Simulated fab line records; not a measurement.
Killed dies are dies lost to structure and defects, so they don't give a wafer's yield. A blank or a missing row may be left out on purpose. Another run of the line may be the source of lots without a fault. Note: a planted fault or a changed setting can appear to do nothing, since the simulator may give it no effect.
Chamber matching ; flow n5-finfet ; N5_BEOL_M1_DEP_57 on pecvd-04: 3 sister chambers
The step deposits SiCN from 3MS/NH3, target thk 8 nm, time 14 s. 3 wafers are shown with their chamber, then 8 later ones without.

WAFERS, EACH WITH ITS CHAMBER
wafer;chamber;throttle-valve-pct (%)
L086.2;1;8.6
L089.4;0;9.4
L095.1;2;8.4

WAFERS WHOSE CHAMBER IS MISSING
wafer;throttle-valve-pct (%)
L095.2;8.4
L095.3;9.5
L095.4;8.6
L095.5;8.6
L095.6;9.3
L097.3;8.9
L097.5;8.2
L097.6;8.8

CHAMBER TAKEN BY EACH
wafer;from the rows above;in truth
L095.2;can't be placed: 2 or 1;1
L095.3;0;0
L095.4;can't be placed: 1 or 2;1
L095.5;can't be placed: 1 or 2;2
L095.6;0;0
L097.3;can't be placed: 1 or 0 or 2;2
L097.5;can't be placed: 2 or 1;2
L097.6;can't be placed: 1 or 2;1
Placed correctly: 2 of 8. Can't be placed from these rows: 6 (the true chamber is among the candidates in 6). Number placed wrongly: 0.
How it was worked out, from the rows above alone: a wafer's distance from a chamber is the root of the sum, over the readings, of the square of ((its reading less the chamber's mean) divided by the reading's scatter). If the next closest chamber is less than 2 further off than the closest, the wafer can't be placed; otherwise it belongs to the closest. A chamber's mean is the mean of its shown wafers. The scatter: root of mean squared gap, hidden wafer to nearest shown wafer, with one shown wafer a chamber.
